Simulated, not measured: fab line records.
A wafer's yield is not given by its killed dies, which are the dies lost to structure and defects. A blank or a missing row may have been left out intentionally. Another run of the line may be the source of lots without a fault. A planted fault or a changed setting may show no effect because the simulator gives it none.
Problem report, 8D (eight disciplines) form, completed by code	flow nand-harc	the parts of the form that need people (team, actions taken, sign-off) are left out

## 1. PROBLEM STATEMENT
Mean of killed-at-array at NHARC_END_SORT_01: 441 across 4 wafers in 3 lots; on wafers with no fault it is 27 (standard deviation 11). That is +38 standard deviations from the usual mean.
The first sign was on wafer L397.1 at day 21 14:20, on prober-02. The record holds 7 wafers of 3 lots with a number at this step. The rule behind "out" and "out of limits": a value lying over 4 standard deviations away from the usual mean. The other wafers with a number count as sound.

## 2. WHAT IT IS; WHAT IT IS NOT
question	is	is not
which readings at this step	killed-at-array, killed-dies	killed-at-other, killed-at-periphery, killed-open, killed-short
which lots	L397, L399, L401	-
which wafers of those lots	L397.1, L399.2, L401.1, L401.2	L397.4, L399.6, L401.3
read on which gauges	prober-01, prober-02	-
when	from day 21 14:20	up to then (0 sound wafers); but 3 sound wafers of L397, L399, L401 came after

## 3. THE SUSPECTS, EACH WITH WHAT RULES IT OUT
Counting: any tool at a process step up to the reading remains a suspect provided it ran every lot that is out. Sound lots after the first of them don't rule it out here, since some wafers of a struck lot are sound.
- ruled out: the gauge at NHARC_END_SORT_01. The wafers that are out were read on 2 gauges (prober-01, prober-02).
- rie-diel-13 at NHARC_A_STAIRCASE_TRIM_229 (chemistry O2, time 211.2 s): kept. It ran every lot that is out, first L397 (day 13 04:32).
- rie-diel-13 at NHARC_A_STAIRCASE_TRIM_233 (chemistry O2, time 211.2 s): kept. It ran every lot that is out, first L397 (day 13 05:07). Out on those wafers are its own readings of oes-product-au.
- rie-diel-13 at NHARC_A_STAIRCASE_TRIM_235 (chemistry O2, time 211.2 s): kept. It ran every lot that is out, first L397 (day 21 14:20). NHARC_A_STAIRCASE_TRIM_235 gives no start for some lots, so the hours and the order of its lots are those of NHARC_END_SORT_01.
Still standing after the count: rie-diel-13 at NHARC_A_STAIRCASE_TRIM_229, rie-diel-13 at NHARC_A_STAIRCASE_TRIM_233, rie-diel-13 at NHARC_A_STAIRCASE_TRIM_235.

## 4. THE CAUSE (what the simulator had put in)
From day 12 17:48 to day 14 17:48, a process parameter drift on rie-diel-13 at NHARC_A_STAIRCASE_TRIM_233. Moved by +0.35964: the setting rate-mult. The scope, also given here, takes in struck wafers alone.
Counting left 3 suspects, and this tool is among them.

## 5. SEQUENCE OF EFFECTS, ordered by route
Each row: a reading whose mean over the struck wafers that have a number lies more than 3 standard deviations from the usual. Only readings whose record carries a usual standard deviation are examined. hours: median over the lots of the time between each lot's start at the first step of this table that gives one and its start at this step. sigmas: the change, counted in usual standard deviations.
hours	step	reading	usual	on struck wafers	change	sigmas
0	NHARC_A_STAIRCASE_TRIM_233	oes-product-au	0.998 a.u.	1.204	+0.206	+14
201	NHARC_END_SORT_01	killed-at-array	27	441	+414	+38
201	NHARC_END_SORT_01	killed-dies	32	446	+414	+38
The process steps in it:
- NHARC_A_STAIRCASE_TRIM_233: chemistry O2, time 211.2 s.

## 6. WHAT WOULD HAVE CAUGHT IT SOONER
Counted from the fault's start at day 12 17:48, it took 213 hours until the first out-of-limits reading at a measuring or inspecting step in this record, taken at day 21 14:20.
The tool's own readings at NHARC_A_STAIRCASE_TRIM_233 were out on every struck wafer that the step has a row for (oes-product-au): an alarm limit on them would have fired on the first of those.
By day 21 14:20, every lot that is out (3) had started NHARC_A_STAIRCASE_TRIM_233 on rie-diel-13. Holding the tool at that point would not have protected any of them.
